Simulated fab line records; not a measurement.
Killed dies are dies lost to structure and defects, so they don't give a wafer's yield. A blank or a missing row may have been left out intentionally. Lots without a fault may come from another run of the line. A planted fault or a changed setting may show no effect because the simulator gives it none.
Split-lot study ; flow n5_finfet ; 7 lots, 39 wafers read, on a route of 1938 steps

## THE SPLIT
At N5_DUMMY_GATE_ETCH_31 (etches SiO2 in C4F6/O2, target depth 82.5 nm, time 27.5 s), the setting target_depth_a was moved away from the recipe's 825 angstrom on 12 of the 39 wafers read, by -12.1% to +6.2%. The other wafers ran this setting at the recipe's value.

Reading taken at the split's own step.

## THE READING
etch.depth_nm (the simulator's own value, which no gauge read), in nm, at N5_DUMMY_GATE_ETCH_31 (etches SiO2 in C4F6/O2, target depth 82.5 nm, time 27.5 s). The file does not state a usual value for it. Average 83.42 nm, standard deviation 0.94 nm, over the 27 wafers here run with the recipe.

wafer;tool, chamber at the split;target_depth_a as run, angstrom;against the recipe;etch.depth_nm, nm;against lot-mates on the recipe
L076.1;rie_diel-03, 2;825;recipe;84.17;-
L076.2;rie_diel-03, 0;825;recipe;82.75;-
L076.3;rie_diel-03, 1;825;recipe;84.3;-
L076.4;rie_diel-03, 3;825;recipe;83.91;-
L076.5;rie_diel-03, 3;825;recipe;84.05;-
L076.6;rie_diel-03, 2;825;recipe;83.96;-
L080.2;rie_diel-03, 0;825;recipe;82.1;-
L080.3;rie_diel-03, 2;825;recipe;83.33;-
L080.5;rie_diel-03, 0;825;recipe;82.68;-
L084.1;rie_diel-03, 1;825;recipe;83.89;-
L084.2;rie_diel-03, 2;825;recipe;83.08;-
L084.3;rie_diel-03, 3;825;recipe;84.37;-
L084.4;rie_diel-03, 0;825;recipe;82.67;-
L084.5;rie_diel-03, 2;825;recipe;82.84;-
L084.6;rie_diel-03, 3;825;recipe;84.61;-
L086.1;rie_diel-03, 3;825;recipe;84.01;-
L086.2;rie_diel-03, 0;876.4;+6.2%;87.77;+3.72
L086.3;rie_diel-03, 2;876.4;+6.2%;88.46;+4.41
L086.4;rie_diel-03, 1;825;recipe;84.3;-
L086.5;rie_diel-03, 3;825;recipe;83.85;-
L086.6;rie_diel-03, 0;876.4;+6.2%;87.06;+3.01
L089.1;rie_diel-03, 3;760.4;-7.8%;78.18;-5.48
L089.2;rie_diel-03, 1;760.4;-7.8%;77.79;-5.87
L089.3;rie_diel-03, 2;760.4;-7.8%;77.51;-6.15
L089.4;rie_diel-03, 0;825;recipe;82.43;-
L089.5;rie_diel-03, 2;825;recipe;83.88;-
L089.6;rie_diel-03, 3;825;recipe;84.67;-
L090.1;rie_diel-03, 3;771.5;-6.5%;78.15;-4.62
L090.2;rie_diel-03, 0;825;recipe;81.06;-
L090.3;rie_diel-03, 1;825;recipe;83.44;-
L090.4;rie_diel-03, 2;771.5;-6.5%;77.5;-5.27
L090.5;rie_diel-03, 2;771.5;-6.5%;77.76;-5.01
L090.6;rie_diel-03, 3;825;recipe;83.8;-
L093.1;rie_diel-03, 1;725.2;-12.1%;72.65;-10.08
L093.2;rie_diel-03, 0;725.2;-12.1%;71.37;-11.36
L093.3;rie_diel-03, 2;725.2;-12.1%;73.13;-9.60
L093.4;rie_diel-03, 3;825;recipe;83.26;-
L093.5;rie_diel-03, 3;825;recipe;83.83;-
L093.6;rie_diel-03, 0;825;recipe;81.11;-

THE FIT
A straight line over all 39 wafers: etch.depth_nm changes by +0.828 nm for each +1% of target_depth_a; r = +0.97; the points scatter about the line by 0.96 nm.
The same after taking each lot's own level away (the mean of its wafers on the recipe; 39 wafers): +0.774 nm for each +1%; r = +0.97; scatter 0.84 nm.
The reading moves by 9.4 nm for the largest change in target_depth_a, on that fit.
Across the lots, their own levels run from 82.703 to 84.053 nm, a range of 1.4 times the standard deviation given above.
Hence the lot-to-lot level has little effect on the slope; both slopes agree.
Check: -9.39 nm against its lot-mates is what the line predicts for one of the wafers moved furthest among these (-12.1%) when that wafer is left out of the fit. Against them it came out at -10.1 nm.

## ADDITIONAL SPLITS CARRIED BY THESE WAFERS
Before the reading, these wafers also passed through other splits. Each is held against what the fit with the lots' levels taken away leaves over:
other split on the same wafers;wafers away from the commonest value;r with etch.depth_nm (lot level and that fit taken away)
N5_FIN_SAQP_HM_DEP_03 target_thk_a;9;-0.12
N5_DUMMY_GATE_EXPOSE_12 dose_mj;15;+0.02

## FILE'S OWN FIT
etch.depth_nm changes by +0.784 nm for each +1% of target_depth_a, r = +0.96.
